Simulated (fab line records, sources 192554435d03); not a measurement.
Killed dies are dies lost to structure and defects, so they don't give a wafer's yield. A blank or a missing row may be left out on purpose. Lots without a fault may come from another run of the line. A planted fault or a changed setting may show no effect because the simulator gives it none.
Split-lot experiment | flow n5_finfet | 7 lots, 39 wafers read, on a route of 1938 steps

THE SPLIT
At N5_SD_EPI_N_ETCH_16 (etches SiO2 in CHF3/O2, target depth 5 nm), the setting target_depth_a was moved away from the recipe's 50 angstrom on 18 of the 39 wafers read, by -11.0% to +12.9%. The other wafers ran this setting at the recipe's value.

The reading is taken at the split's own step.

THE READING
etch.depth_nm (the simulator's own value, which no gauge read), in nm, at N5_SD_EPI_N_ETCH_16 (etches SiO2 in CHF3/O2, target depth 5 nm). The file gives no usual value for it. The 21 wafers here that ran the recipe average 4.937 nm, standard deviation 0.14 nm.

wafer  | tool, chamber at the split | target_depth_a as run, angstrom | against the recipe | etch.depth_nm, nm | against lot-mates on the recipe
L082.1 | rie_diel-05, 2             | 50                              | recipe             | 5.12              | -
L082.2 | rie_diel-05, 0             | 56.45                           | +12.9%             | 5.517             | +0.498
L082.3 | rie_diel-05, 1             | 50                              | recipe             | 4.821             | -
L082.4 | rie_diel-05, 3             | 56.45                           | +12.9%             | 5.758             | +0.739
L082.5 | rie_diel-05, 2             | 50                              | recipe             | 5.115             | -
L082.6 | rie_diel-05, 3             | 56.45                           | +12.9%             | 5.771             | +0.752
L083.1 | rie_diel-04, 3             | 50                              | recipe             | 4.849             | -
L083.2 | rie_diel-04, 2             | 46.96                           | -6.1%              | 4.665             | -0.194
L083.3 | rie_diel-04, 0             | 50                              | recipe             | 4.879             | -
L083.4 | rie_diel-04, 1             | 46.96                           | -6.1%              | 4.555             | -0.304
L083.5 | rie_diel-04, 2             | 46.96                           | -6.1%              | 4.675             | -0.184
L083.6 | rie_diel-04, 1             | 50                              | recipe             | 4.848             | -
L084.1 | rie_diel-04, 3             | 50                              | recipe             | 4.812             | -
L084.4 | rie_diel-04, 0             | 50                              | recipe             | 4.881             | -
L084.5 | rie_diel-04, 1             | 50                              | recipe             | 4.815             | -
L086.1 | rie_diel-05, 3             | 50                              | recipe             | 5.075             | -
L086.2 | rie_diel-05, 1             | 50                              | recipe             | 4.684             | -
L086.3 | rie_diel-05, 2             | 54.57                           | +9.1%              | 5.528             | +0.580
L086.4 | rie_diel-05, 3             | 54.57                           | +9.1%              | 5.519             | +0.571
L086.5 | rie_diel-05, 2             | 50                              | recipe             | 5.084             | -
L086.6 | rie_diel-05, 1             | 54.57                           | +9.1%              | 5.171             | +0.223
L087.1 | rie_diel-04, 2             | 50                              | recipe             | 5.004             | -
L087.2 | rie_diel-04, 3             | 50                              | recipe             | 4.891             | -
L087.3 | rie_diel-04, 1             | 52.11                           | +4.2%              | 5.089             | +0.154
L087.4 | rie_diel-04, 0             | 52.11                           | +4.2%              | 5.098             | +0.163
L087.5 | rie_diel-04, 3             | 52.11                           | +4.2%              | 5.071             | +0.136
L087.6 | rie_diel-04, 0             | 50                              | recipe             | 4.909             | -
L090.1 | rie_diel-05, 3             | 44.48                           | -11.0%             | 4.505             | -0.584
L090.2 | rie_diel-05, 0             | 50                              | recipe             | 5.125             | -
L090.3 | rie_diel-05, 1             | 44.48                           | -11.0%             | 4.196             | -0.893
L090.4 | rie_diel-05, 2             | 50                              | recipe             | 5.066             | -
L090.5 | rie_diel-05, 1             | 44.48                           | -11.0%             | 4.231             | -0.858
L090.6 | rie_diel-05, 2             | 50                              | recipe             | 5.076             | -
L097.1 | rie_diel-05, 2             | 45.52                           | -9.0%              | 4.611             | -0.266
L097.2 | rie_diel-05, 1             | 50                              | recipe             | 4.802             | -
L097.3 | rie_diel-05, 0             | 50                              | recipe             | 5.082             | -
L097.4 | rie_diel-05, 3             | 45.52                           | -9.0%              | 4.539             | -0.338
L097.5 | rie_diel-05, 1             | 50                              | recipe             | 4.746             | -
L097.6 | rie_diel-05, 2             | 45.52                           | -9.0%              | 4.629             | -0.248

THE FIT
A straight line over all 39 wafers: etch.depth_nm changes by +0.052 nm for each +1% of target_depth_a; r = +0.93; the points scatter about the line by 0.13 nm.
The same after taking each lot's own level away (the mean of its wafers on the recipe; 39 wafers): +0.0511 nm for each +1%; r = +0.92; scatter 0.14 nm.
On that fit, the largest move of target_depth_a shifts the reading by 0.66 nm.
The lots' own levels span 4.8360 to 5.0890 nm, that is 1.9 times the standard deviation above.
So the lot-to-lot level changes the slope little: the two slopes agree.
Check: with one of the wafers moved furthest among these (+12.9%) left out of the fit, the line predicts +0.682 nm for it against its lot-mates. It came out at +0.498 nm against them.

OTHER SPLITS ON THESE WAFERS
These wafers also went through other splits before the reading. Each is held against what the fit with the lots' levels taken away leaves over:
other split on the same wafers       | wafers away from the commonest value | r with etch.depth_nm (lot level and that fit taken away)
N5_DUMMY_GATE_ETCH_31 target_depth_a | 9                                    | -0.11

THE FILE'S OWN FIT
etch.depth_nm changes by +0.0511 nm for each +1% of target_depth_a, r = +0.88.
